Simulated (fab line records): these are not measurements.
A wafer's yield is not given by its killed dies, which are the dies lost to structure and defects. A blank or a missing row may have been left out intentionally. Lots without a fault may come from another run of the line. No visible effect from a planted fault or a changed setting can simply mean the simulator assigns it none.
fab line records | flow n5-finfet
[record] lots = 4 | wafers = 12 | last-day = 18
route steps=1938 shown BEOL_M0_SAQP@657 BEOL_M0@715 BEOL_M4@1111
lots untouched by any fault: they come from a run of this same line in which no faults occurred
start-h: the number of hours between the record's first day and the start of the first shown wafer of the lot | wait-h: hours since the lot's step before | " repeats the value in the row above | L1.1+2: a row that stands for several wafers | - no value, or no start was given | * or withheld: withheld | < > ~ a bound
route shown NAME@n: NAME is a module with steps in the file, n the number in the route of the first one | usual: average and standard deviation across the fault-free wafers | same: alike in all rows | chamber/n: place in a boat | sites: each site's reading | _std_site: standard deviation of those values | _edge_site: the outer-site mean with the inner-site mean subtracted | radius-mm: for every site, how far away it sits from the centre of the wafer | mask NAME#n: copy n | behind: the most recent tool/chamber to have shaped the wafer | hold: reason for holding the lot/hours on hold/outcome of the hold | device: whichever transistor did not switch (one of n, p or np) | end of line: the route-end tests of the same wafers | step lacking rows: just its recipe | killed: count of dies lost to structure and defects at first sort (not the wafer's yield) | map: per-die view of a wafer (x killed, . not killed, _ where there is no die)
set.NAME: the setting as run; set.NAME@STEP: as run at that earlier step | model.NAME: the simulator's own value behind a step, which no gauge read
certain route steps with their lots: each step a table, each wafer a row
services: the hour from which a tool's chamber was out of use, counted from the record's first day as start-h (under 0 if before that day), plus the number of hours and why
[[steps]]
[step N5_BEOL_M0_SAQP_STRIP_113]
[recipe] chemistry = CHF3/O2 | resist = SiARC | rf-frequency-hz = 6e+07
[step N5_BEOL_M0_SAQP_MANDREL_ETCH_20]
[recipe] target-depth-a = 600 | chemistry = HBr/Cl2 | target = a-Si | stop-on = SiNx | bt-time-s = 10 | mask-material = SOC | over-etch-frac = 0.5 | time-s = 30 | pressure-mtorr = 10 | icp-w = 800 | bias-w = 75 | HBr_flow_sccm = 150 | Cl2_flow_sccm = 80 | ends = end-point
[step N5_BEOL_M0_SAQP_STRIP_86]
[recipe] chemistry = N2/H2 | power-w = 500 | temp-c = 40 | pressure-mtorr = 50 | rf-frequency-hz = 6e+07 | overash-fraction = 0.3 | bias-power-w = 28 | h2-frac = 0.5 | n2-flow-sccm = 300 | h2-flow-sccm = 300
[step N5_BEOL_M0_SAQP_STRIP_115]
[recipe] chemistry = post-etch-residue-remover | time-s = 60 | temp-c = 25 | remover-ph = withheld | remover-water-wt-pct = withheld | remover-fluoride-wt-pct = withheld
[step N5_BEOL_M0_SAQP_SRD_93]
[recipe] dry = ipa-marangoni | time-s = 30 | temp-c = 23 | rinse-liquid = diw
[step N5_BEOL_M0_SAQP_RECESS_114]
[recipe] chemistry = HF/NH3 | target = SiO2 | target-depth-a = 144 | afs-cycles = 3 | temp-c = 30 | sublimation-temp-c = 180 | sublimation-time-s = 60
[step N5_BEOL_M0_SAQP_SPACER1_ALD_98]
[recipe] material = SiO2 | target-thk-a = 128 | temp-c = 300 | ald-precursor-family = BDEAS | ald-co-reactant = O2-plasma | pulse-time-s = 1 | purge-time-s = 2 | co-reactant-purge-time-s = 2 | ald-cycles = 138 | pressure-torr = 2
[step N5_BEOL_M0_SAQP_SPACER1_ETCHBACK_99]
[recipe] chemistry = CHF3/O2 | mode = anisotropic-etchback | target = SiO2 | target-depth-a = 154 | time-s = 7.7 | pressure-mtorr = 30 | source-w = 650 | bias-w = 170 | Ar_flow_sccm = 200 | CHF3_flow_sccm = 50 | O2_flow_sccm = 5 | ion-energy-ev = 200
[step N5_BEOL_M0_SAQP_MANDREL1_REMOVE_100]
[recipe] chemistry = HBr/Cl2/O2 | bt-time-s = 10 | target = a-Si | stop-on = SiNx | endpoint = OES-SiCl | over-etch-frac = 0.85 | icp-w = 600 | bias-w = 30 | HBr_flow_sccm = 150 | Cl2_flow_sccm = 80 | O2_flow_sccm = 5 | pressure-mtorr = 10
[step N5_BEOL_M0_SAQP_ETCH_101]
[recipe] chemistry = CH3F/O2 | target = SiNx | mask-material = SiO2 | target-depth-a = 299 | time-s = 42.7 | pressure-mtorr = 30 | source-w = 395 | bias-w = 73 | Ar_flow_sccm = 150 | CH3F_flow_sccm = 30 | O2_flow_sccm = 20 | ion-energy-ev = 120
[step N5_BEOL_M0_SAQP_ETCH_102]
[recipe] chemistry = CF4 | target = SiO2 | target-depth-a = 40 | ion-energy-ev = 350 | time-s = 4.4 | pressure-mtorr = 10 | icp-w = 800 | bias-w = 400 | cf4-flow-sccm = 80
[step N5_BEOL_M0_SAQP_MANDREL_ETCH_103]
[recipe] chemistry = HBr/Cl2 | target = a-Si | target-depth-a = 450 | bt-time-s = 10 | stop-on = SiCN | mask-material = SiO2 | over-etch-frac = 0.8 | time-s = 27 | pressure-mtorr = 10 | icp-w = 800 | bias-w = 75 | HBr_flow_sccm = 150 | Cl2_flow_sccm = 80 | ends = end-point
[usual] bias-w = 75.01/0.2 | drypump-motor-current-A = 5.7/0.4 | oes-product-au = 0.678/0.011 | over-etch-frac = 0.8/0 | throttle-valve-pct = 35.51/0.26
lot.wafer | tool      | chamber | start-h | wait-h | bias-w | drypump-motor-current-A | oes-product-au | over-etch-frac | rf-hours-counter-h | throttle-valve-pct | model.SiCN_of_BEOL_M0_SAQP_PECVD_03.thk-nm
L680.1    | rie-si-02 | 1       | 141.62  | 0.0    | 74.87  | 5.9                     | 0.656          | 0.8            | 125                | 35.48              | 8.8
L680.5    | "         | 1       | "       | "      | 75.25  | 5.8                     | 0.669          | 0.8            | -                  | 35.49              | 9.2
L680.6    | "         | 2       | "       | "      | 74.65  | 5.5                     | 0.680          | 0.8            | -                  | 35.12              | 9
L686.2    | rie-si-02 | 0       | 175.29  | 0.0    | 74.92  | 6.1                     | 0.575          | 1.3531         | 156                | 35.53              | 7
L686.4    | "         | 2       | "       | "      | 75.46  | 5.6                     | 0.604          | 1.3531         | 167                | 35.28              | 7
L686.5    | "         | 0       | "       | "      | 74.92  | 6.1                     | 0.586          | 1.3531         | -                  | 35.50              | 7.2
L688.2    | rie-si-02 | 2       | 190.13  | 0.0    | 75.12  | 5.6                     | 0.579          | 1.3531         | 167                | 35.31              | 7
L688.3    | "         | 1       | "       | "      | 75.14  | 5.8                     | 0.573          | 1.3531         | 126                | 35.71              | 7.2
L688.6    | "         | 1       | "       | "      | 75.00  | 5.8                     | 0.583          | 1.3531         | -                  | 35.66              | 7.2
L698.1    | rie-si-05 | 2       | 252.76  | 0.0    | 74.97  | 6.5                     | 0.678          | 0.8            | 14                 | 35.96              | 8.6
L698.2    | "         | 3       | "       | "      | 74.95  | 6.1                     | 0.661          | 0.8            | 156                | 35.37              | 8.8
L698.3    | "         | 0       | "       | "      | 74.77  | 5.6                     | 0.664          | 0.8            | 7                  | 35.51              | 8.8
[step N5_BEOL_M0_SAQP_RECESS_104]
[recipe] chemistry = HF/NH3 | target = SiO2 | target-depth-a = 180 | afs-cycles = 3 | temp-c = 30 | sublimation-temp-c = 180 | sublimation-time-s = 60
[step N5_BEOL_M0_SAQP_COAT_105]
[recipe] resist = SOC | temp-c = 250 | time-s = 60 | spin-rpm = 1500 | resist-thk-nm = 100
[step N5_BEOL_M0_SAQP_ETCH_106]
[recipe] chemistry = N2/H2 | target = SOC | target-depth-a = 1500 | stop-on = SiNx | ion-energy-ev = 100 | bias-w = 61 | pressure-mtorr = 30 | source-w = 850 | n2-flow-sccm = 200 | h2-flow-sccm = 200
[step N5_BEOL_M0_SAQP_ETCH_107]
[recipe] chemistry = CH3F/O2 | target = SiNx | target-depth-a = 300 | mask-material = SOC | pressure-mtorr = 30 | source-w = 395 | bias-w = 73 | Ar_flow_sccm = 150 | CH3F_flow_sccm = 30 | O2_flow_sccm = 20 | ion-energy-ev = 120
[step N5_BEOL_M0_SAQP_STRIP_108]
[recipe] chemistry = N2/H2 | power-w = 500 | temp-c = 40 | pressure-mtorr = 50 | rf-frequency-hz = 6e+07 | overash-fraction = 0.3 | bias-power-w = 28 | h2-frac = 0.5 | n2-flow-sccm = 300 | h2-flow-sccm = 300
[step N5_BEOL_M0_SAQP_RECESS_109]
[recipe] chemistry = HF/NH3 | target = SiO2 | target-depth-a = 30 | afs-cycles = 1 | temp-c = 30 | sublimation-temp-c = 180 | sublimation-time-s = 60
[usual] drypump-motor-current-A = 5.6/0.45
lot.wafer | tool          | chamber | start-h | wait-h | drypump-motor-current-A | model.SiCN_of_BEOL_M0_SAQP_PECVD_03.thk-nm
L680.1    | vapor-etch-01 | 0       | 142.31  | 0.0    | 5.6                     | 8.6
L680.5    | "             | 0       | "       | "      | 5.6                     | 8.8
L680.6    | "             | 1       | "       | "      | 5.1                     | 8.6
L686.2    | vapor-etch-01 | 0       | 175.98  | 0.0    | 5.6                     | 6.6
L686.4    | "             | 0       | "       | "      | 5.6                     | 6.6
L686.5    | "             | 0       | "       | "      | 5.6                     | 6.8
L688.2    | vapor-etch-01 | 1       | 190.86  | 0.0    | 5.1                     | 6.6
L688.3    | "             | 0       | "       | "      | 5.6                     | 6.8
L688.6    | "             | 1       | "       | "      | 5.1                     | 6.8
L698.1    | vapor-etch-02 | 1       | 254.91  | 1.5    | 6.0                     | 8.2
L698.2    | "             | 0       | "       | "      | 6.3                     | 8.4
L698.3    | "             | 0       | "       | "      | 6.2                     | 8.4
[step N5_BEOL_M0_SAQP_SPACER2_ALD_26]
[recipe] material = SiO2 | target-thk-a = 150 | temp-c = 300 | ald-precursor-family = BDEAS | ald-co-reactant = O2-plasma | pulse-time-s = 1 | purge-time-s = 2 | co-reactant-purge-time-s = 2 | pressure-torr = 2
[step N5_BEOL_M0_SAQP_SPACER2_ETCHBACK_27]
[recipe] chemistry = CHF3/O2 | mode = anisotropic-etchback | target = SiO2 | target-depth-a = 225 | time-s = 11.25 | pressure-mtorr = 30 | source-w = 650 | bias-w = 170 | Ar_flow_sccm = 200 | CHF3_flow_sccm = 50 | O2_flow_sccm = 5 | ion-energy-ev = 200
[step N5_BEOL_M0_SAQP_MANDREL2_REMOVE_110]
[recipe] chemistry = HBr/Cl2/O2 | bt-time-s = 10 | target = a-Si | stop-on = SiCN | endpoint = OES-SiCl | over-etch-frac = 1 | icp-w = 600 | bias-w = 30 | HBr_flow_sccm = 150 | Cl2_flow_sccm = 80 | O2_flow_sccm = 5 | pressure-mtorr = 10
[step N5_BEOL_M0_SAQP_COAT_69]
[recipe] resist = SOC | temp-c = 250 | time-s = 60 | spin-rpm = 1500 | resist-thk-nm = 90
[step N5_BEOL_M0_SAQP_COAT_72]
[recipe] resist = SiARC | temp-c = 220 | time-s = 60 | spin-rpm = 1500 | resist-thk-nm = 15
[step N5_BEOL_M0_SAQP_COAT_87]
[recipe] resist = underlayer | temp-c = 205 | time-s = 60 | spin-rpm = 1500 | resist-thk-nm = 5
[step N5_BEOL_M0_SAQP_COAT_34]
[recipe] resist = CAR-EUV | spin-rpm = 1500 | resist-thk-nm = 30
[step N5_BEOL_M0_SAQP_EBR_36]
[recipe] solvent = PGMEA | ebr-width-mm = 1.5
[step N5_BEOL_M0_SAQP_SOFTBAKE_35]
[recipe] temp-c = 110 | time-s = 60 | resist = CAR-EUV
[step N5_BEOL_M0_SAQP_EXPOSE_37]
[recipe] mask-id = M0_CUT1 | na = 0.33 | source-shape = annular | sigma-inner = 0.35 | sigma-outer = 0.8 | polarization = unpolarized | target-cd-nm = 30 | dose-mj = 44.75
[step N5_BEOL_M0_SAQP_PEB_38]
[recipe] peb-temp-c = 100 | peb-time-s = 60 | resist = CAR-EUV
[step N5_BEOL_M0_SAQP_DEVELOP_39]
[recipe] develop-time-s = 30 | developer = TMAH | resist = CAR-EUV | rinse-liquid = surfactant-rinse | dry = air-spin | dev-temp-c = 23
[step N5_BEOL_M0_SAQP_DESCUM_45]
[recipe] chemistry = O2 | time-s = 7 | source-power-w = 50 | bias-power-w = 20 | pressure-mtorr = 20 | rf-frequency-hz = 2.712e+07 | temp-c = 40 | resist = CAR-EUV | o2-flow-sccm = 225
[step N5_BEOL_M0_SAQP_ETCH_88]
[recipe] chemistry = N2/H2 | target = underlayer | target-depth-a = 65 | time-s = 5.2 | ion-energy-ev = 200 | mask-material = CAR-EUV | pressure-mtorr = 30 | source-w = 840 | bias-w = 150 | n2-flow-sccm = 200 | h2-flow-sccm = 200 | ends = cleared
[step N5_BEOL_M0_SAQP_ETCH_73]
[recipe] chemistry = CF4 | target = SiARC | target-depth-a = 195 | mask-material = CAR-EUV | time-s = 32.5 | ion-energy-ev = 80 | pressure-mtorr = 40 | source-w = 545 | bias-w = 36 | Ar_flow_sccm = 100 | cf4-flow-sccm = 100 | ends = cleared
[step N5_BEOL_M0_SAQP_CUT_ETCH_46]
[recipe] chemistry = N2/H2 | target = SOC | target-depth-a = 1350 | overetch-a = 270 | temp-c = 40 | time-s = 202.5 | ion-energy-ev = 200 | mask-material = SiARC | pressure-mtorr = 30 | source-w = 840 | bias-w = 150 | n2-flow-sccm = 200 | h2-flow-sccm = 200
[step N5_BEOL_M0_SAQP_STRIP_74]
[recipe] chemistry = N2/H2 | temp-c = 40 | n2-flow-sccm = 200 | h2-flow-sccm = 200 | rf-frequency-hz = 6e+07
[step N5_BEOL_M0_SAQP_STRIP_89]
[recipe] chemistry = N2/H2 | temp-c = 40 | n2-flow-sccm = 200 | h2-flow-sccm = 200 | rf-frequency-hz = 6e+07
[step N5_BEOL_M0_SAQP_ALD_48]
[recipe] material = SiO2 | target-thk-a = 200 | temp-c = 100 | ald-precursor-family = BDEAS | ald-co-reactant = O2-plasma | pulse-time-s = 1 | co-reactant-pulse-time-s = 1 | purge-time-s = 2 | co-reactant-purge-time-s = 2 | ald-cycles = 139 | pressure-torr = 2
[step N5_BEOL_M0_ETCH_138]
[recipe] chemistry = CH3F/O2 | target-depth-a = 120 | target = SiCN | time-s = 31.6 | ion-energy-ev = 120 | pressure-mtorr = 30 | source-w = 395 | bias-w = 75 | Ar_flow_sccm = 150 | CH3F_flow_sccm = 30 | O2_flow_sccm = 20 | ends = cleared
[usual] bias-w = 74.99/0.21 | drypump-motor-current-A = 5.9/0.56 | etch-rf-on-time-s = 29.1/0.82 | oes-product-au = 0.68/0.076 | rf-vpp-V = 298.0/1.7 | showerhead-plenum-p-Torr = 2.04/0.077 | throttle-valve-pct = 16.22/0.2
lot.wafer | tool        | chamber | start-h | wait-h | bias-w | drypump-motor-current-A | etch-rf-on-time-s | oes-product-au | rf-hours-counter-h | rf-vpp-V | showerhead-plenum-p-Torr | throttle-valve-pct | model.etch.depth-nm | model.SiO2_of_BEOL_M0_SAQP_SPACER2_ALD_26.thk-nm
L680.1    | rie-diel-02 | 2       | 145.59  | 0.0    | 74.90  | 5.6                     | 28.7              | 0.71           | 74                 | 298.1    | 2.01                     | 16.17              | 8.51                | 5.2
L680.5    | "           | 3       | "       | "      | 74.98  | 6.0                     | 29.4              | 0.80           | -                  | 301.0    | 2.14                     | 16.32              | 8.789               | 5.2
L680.6    | "           | 2       | "       | "      | 74.69  | 5.7                     | 29.2              | 0.70           | -                  | 296.9    | 2.01                     | 16.18              | 8.583               | 5
L686.2    | rie-diel-05 | 3       | 179.57  | 0.0    | 74.86  | 6.2                     | 22.0              | 0.61           | 234                | 295.1    | 1.89                     | 16.30              | 6.678               | 5.4
L686.4    | "           | 2       | "       | "      | 75.03  | 5.6                     | 23.0              | 0.61           | 187                | 297.6    | 2.08                     | 16.57              | 6.664               | 5.6
L686.5    | "           | 3       | "       | "      | 75.07  | 6.2                     | 22.6              | 0.61           | -                  | 294.9    | 1.89                     | 16.29              | 6.795               | 5.4
L688.2    | rie-diel-01 | 0       | 194.87  | 0.0    | 75.10  | 6.8                     | 23.5              | 0.62           | 173                | 297.8    | 2.01                     | 16.49              | 6.682               | 5.8
L688.3    | "           | 3       | "       | "      | 75.05  | 5.1                     | 23.1              | 0.73           | 57                 | 296.0    | 1.97                     | 16.10              | 6.852               | 5.4
L688.6    | "           | 2       | "       | "      | 74.87  | 4.9                     | 23.8              | 0.61           | -                  | 296.1    | 1.90                     | 16.34              | 6.868               | 5.6
L698.1    | rie-diel-02 | 1       | 258.10  | 0.0    | 74.89  | 6.5                     | 28.1              | 0.75           | 47                 | 299.2    | 2.12                     | 15.96              | 8.23                | 5.2
L698.2    | "           | 0       | "       | "      | 74.70  | 6.3                     | 28.5              | 0.59           | 231                | 299.1    | 2.05                     | 16.10              | 8.386               | 5.2
L698.3    | "           | 2       | "       | "      | 75.22  | 5.7                     | 28.3              | 0.67           | 112                | 297.2    | 2.00                     | 16.25              | 8.38                | 5
[step N5_BEOL_M0_HM_OPEN_105]
[recipe] chemistry = Cl2/BCl3 | target-depth-a = 120 | target = TiN | ion-energy-ev = 150 | pressure-mtorr = 10 | icp-w = 1000 | bias-w = 126 | Cl2_flow_sccm = 53.25 | bcl3-flow-sccm = 21.75 | Ar_flow_sccm = 25
[usual] bias-w = 125.9/0.37 | drypump-motor-current-A = 5.5/0.4 | oes-product-au = 0.80/0.11 | throttle-valve-pct = 21.89/0.2
lot.wafer | tool         | chamber | start-h | wait-h | bias-w | drypump-motor-current-A | oes-product-au | rf-hours-counter-h | throttle-valve-pct | model.SiO2_of_BEOL_M0_SAQP_SPACER2_ALD_26.thk-nm
L680.1    | rie-metal-02 | 1       | 155.44  | 9.8    | 126.0  | 5.5                     | 0.88           | 8                  | 21.99              | 2.8
L680.5    | "            | 1       | "       | "      | 125.9  | 5.5                     | 0.88           | -                  | 21.99              | 2.8
L680.6    | "            | 1       | "       | "      | 126.0  | 5.5                     | 0.88           | -                  | 21.95              | 2.8
L686.2    | rie-metal-02 | 1       | 180.99  | 1.4    | 125.7  | 5.5                     | 0.87           | 12                 | 21.98              | 3
L686.4    | "            | 0       | "       | "      | 125.9  | 5.2                     | 0.98           | -                  | 21.81              | 3
L686.5    | "            | 0       | "       | "      | 125.1  | 5.2                     | 0.99           | -                  | 21.80              | 3
L688.2    | rie-metal-01 | 0       | 199.04  | 4.1    | 126.0  | 5.9                     | 0.76           | 40                 | 21.44              | 3.4
L688.3    | "            | 1       | "       | "      | 125.5  | 5.8                     | 0.69           | -                  | 21.80              | 3
L688.6    | "            | 0       | "       | "      | 126.0  | 6.0                     | 0.78           | -                  | 21.46              | 3.2
L698.1    | rie-metal-02 | 1       | 259.56  | 1.4    | 126.2  | 5.5                     | 0.84           | 18                 | 21.97              | 2.8
L698.2    | "            | 0       | "       | "      | 126.3  | 5.2                     | 0.90           | 9                  | 21.81              | 2.8
L698.3    | "            | 0       | "       | "      | 126.3  | 5.2                     | 0.89           | -                  | 21.81              | 2.6
[step N5_BEOL_M0_ETCH_128]
[recipe] chemistry = CF4/N2 | target-depth-a = 120 | overetch-a = 51 | target = SiCN | time-s = 21.4 | ion-energy-ev = 150 | pressure-mtorr = 40 | source-w = 430 | bias-w = 70 | Ar_flow_sccm = 100 | cf4-flow-sccm = 60 | n2-flow-sccm = 60
[usual] bias-w = 70.00/0.19 | drypump-motor-current-A = 6.0/0.51 | oes-product-au = 0.53/0.062 | rf-vpp-V = 382.7/2.1 | showerhead-plenum-p-Torr = 2.23/0.086 | throttle-valve-pct = 15.38/0.21
lot.wafer | tool        | chamber | start-h | wait-h | bias-w | drypump-motor-current-A | oes-product-au | rf-hours-counter-h | rf-vpp-V | showerhead-plenum-p-Torr | throttle-valve-pct | model.etch.depth-nm
L680.1    | rie-diel-05 | 2       | 155.91  | 0.0    | 70.32  | 5.6                     | 0.50           | 178                | 384.3    | 2.29                     | 15.62              | 8.51
L680.5    | "           | 3       | "       | "      | 70.22  | 6.2                     | 0.49           | -                  | 379.7    | 2.09                     | 15.42              | 8.789
L680.6    | "           | 2       | "       | "      | 70.01  | 5.5                     | 0.51           | -                  | 384.0    | 2.29                     | 15.64              | 8.583
L686.2    | rie-diel-05 | 1       | 182.07  | 0.8    | 70.33  | 6.5                     | 0.58           | 203                | 382.2    | 2.18                     | 15.15              | 12
L686.4    | "           | 2       | "       | "      | 69.82  | 5.6                     | 0.58           | 187                | 384.8    | 2.28                     | 15.66              | 12
L686.5    | "           | 3       | "       | "      | 69.86  | 6.2                     | 0.57           | -                  | 380.0    | 2.09                     | 15.45              | 12
L688.2    | rie-diel-01 | 1       | 199.55  | 0.2    | 70.17  | 6.2                     | 0.66           | 100                | 385.1    | 2.31                     | 15.37              | 12
L688.3    | "           | 0       | "       | "      | 69.82  | 6.8                     | 0.60           | 175                | 382.3    | 2.20                     | 15.58              | 12
L688.6    | "           | 3       | "       | "      | 69.97  | 5.1                     | 0.67           | -                  | 379.9    | 2.17                     | 15.20              | 12
L698.1    | rie-diel-05 | 1       | 260.13  | 0.0    | 70.25  | 6.5                     | 0.47           | 236                | 379.3    | 2.17                     | 15.21              | 8.23
L698.2    | "           | 0       | "       | "      | 69.88  | 5.6                     | 0.65           | 14                 | 383.6    | 2.26                     | 15.34              | 8.386
L698.3    | "           | 3       | "       | "      | 70.25  | 6.2                     | 0.66           | 4                  | 385.9    | 2.35                     | 15.00              | 8.38
[step N5_BEOL_M4_RC_MEAS_101]
[usual] DIBL_N = 36.3/1.8 | DIBL_P = 36.5/2.1 | IOFF_N = 0.16/0.031 | IOFF_P = 0.22/0.038 | ION_N = 677/12 | ION_P = 466/7.8 | SS_N = 71.5/0.61 | SS_P = 73.2/0.7 | VT_N = 249/3 | VT_P = -248.9/3
lot.wafer | tool      | chamber | start-h | wait-h | DIBL_N[mV/V] | DIBL_P[mV/V] | IOFF_N[nA/um] | IOFF_P[nA/um] | ION_N[uA/um] | ION_P[uA/um] | SS_N[mV/dec] | SS_P[mV/dec] | VT_N[mV] | VT_P[mV]
L680.1    | prober-01 | 0       | 231.55  | 0.0    | 37.1         | 37.3         | 0.17          | 0.22          | 687          | 468          | 71.6         | 74.1         | 249      | -250.1
L680.5    | "         | 0       | "       | "      | 37.0         | 37.4         | 0.17          | 0.21          | 682          | 462          | 72.2         | 74.7         | 251      | -251.6
L680.6    | "         | 0       | "       | "      | 37.4         | 38.0         | 0.18          | 0.22          | 686          | 465          | 71.5         | 74.3         | 251      | -249.1
L686.2    | prober-02 | 0       | 248.87  | 0.2    | 36.3         | 35.4         | 0.18          | 0.22          | 698          | 473          | 71.0         | 73.7         | 247      | -249.2
L686.4    | "         | 0       | "       | "      | 36.6         | 35.6         | 0.18          | 0.23          | 686          | 470          | 71.3         | 73.3         | 246      | -248.0
L686.5    | "         | 0       | "       | "      | 33.6         | 32.0         | 0.12          | 0.18          | 670          | 466          | 70.5         | 72.1         | 252      | -246.7
L688.2    | prober-01 | 0       | 264.05  | 0.2    | 36.7         | 35.1         | 0.15          | 0.21          | 663          | 463          | 71.4         | 73.7         | 251      | -250.2
L688.3    | "         | 0       | "       | "      | 39.5         | 39.3         | 0.22          | 0.29          | 689          | 476          | 72.7         | 74.1         | 247      | -245.2
L688.6    | "         | 0       | "       | "      | 36.9         | 35.9         | 0.15          | 0.22          | 669          | 471          | 72.7         | 74.0         | 249      | -251.2
L698.1    | prober-01 | 0       | 312.93  | 0.0    | 35.7         | 36.9         | 0.17          | 0.24          | 669          | 463          | 72.0         | 73.1         | 249      | -246.4
L698.2    | "         | 0       | "       | "      | 36.8         | 38.0         | 0.19          | 0.24          | 678          | 459          | 71.6         | 73.5         | 246      | -250.0
L698.3    | "         | 0       | "       | "      | 34.5         | 36.0         | 0.16          | 0.22          | 679          | 471          | 71.5         | 72.5         | 246      | -245.6
[[services]]
tool          | chamber | start-h | hours | kind
rie-metal-02  | 0       | 150.13  | -     | clean
rie-metal-02  | 0       | 150.13  | 25.4  | scheduled-down
rie-metal-02  | 0       | 150.13  | 25.4  | vent-cycle
rie-diel-01   | 3       | 165.61  | 6.2   | repair
rie-si-05     | 2       | 178.40  | 11.5  | repair
rie-metal-02  | 1       | 198.71  | 15.0  | repair
rie-diel-01   | 1       | 200.33  | 1.6   | repair
rie-diel-05   | 0       | 203.00  | -     | clean
rie-diel-05   | 0       | 203.00  | -     | consumable-replace:focus-ring
rie-diel-05   | 0       | 203.00  | 22.6  | scheduled-down
rie-diel-05   | 0       | 203.00  | 22.6  | vent-cycle
rie-si-05     | 0       | 207.51  | 14.0  | repair
rie-diel-05   | 3       | 226.02  | -     | clean
rie-diel-05   | 3       | 226.02  | -     | consumable-replace:focus-ring
rie-diel-05   | 3       | 226.02  | -     | consumable-replace:showerhead
rie-diel-05   | 3       | 226.02  | 24.8  | scheduled-down
rie-diel-05   | 3       | 226.02  | 24.8  | vent-cycle
rie-metal-01  | -       | 241.19  | 2.8   | pm
rie-diel-05   | 2       | 248.35  | 14.3  | repair
vapor-etch-01 | -       | 249.84  | 13.8  | repair
rie-diel-01   | 2       | 252.54  | 8.2   | repair
[[key]]
[first-sign] step = N5_BEOL_M0_SAQP_MANDREL_ETCH_103 | reading = over-etch-frac | direction = up | sigmas = 99+ | usual = 0.8 | struck = 1.3531
[effect] step = N5_BEOL_M0_SAQP_MANDREL_ETCH_103 | reading = oes-product-au | direction = down | sigmas = 8.6 | usual = 0.678 | struck = 0.583
[effect] step = N5_BEOL_M0_ETCH_138 | reading = etch-rf-on-time-s | direction = down | sigmas = 7.4 | usual = * | struck = *
[model-effect] step = N5_BEOL_M0_SAQP_MANDREL_ETCH_103 | value = SiCN_of_BEOL_M0_SAQP_PECVD_03.thk-nm | without = 8.9 | struck = 7.1
[model-effect] step = N5_BEOL_M0_SAQP_RECESS_109 | value = SiCN_of_BEOL_M0_SAQP_PECVD_03.thk-nm | without = 8.6 | struck = 6.7
[model-effect] step = N5_BEOL_M0_ETCH_138 | value = etch.depth-nm | without = 8.597 | struck = 6.756
[model-effect] step = N5_BEOL_M0_HM_OPEN_105 | value = SiO2_of_BEOL_M0_SAQP_SPACER2_ALD_26.thk-nm | without = 2.7 | struck = 3.1
[model-effect] step = N5_BEOL_M0_ETCH_128 | value = etch.depth-nm | without = 8.597 | struck = 12
met-at N5_BEOL_M0_SAQP_MANDREL_ETCH_103
struck-wafers L686.2,L686.4,L686.5,L688.2,L688.3,L688.6
onset-between 141.62 175.29
[fault] kind = process-parameter-drift | tool = rie-si-02 | chamber = - | onset-h = 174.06 | steps = N5_BEOL_M0_SAQP_MANDREL_ETCH_103 | channel = over-etch-frac | offset = 0.55309 | shape = step | end-h = 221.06 | acts-in = these-recipes-only | stated = 0.8
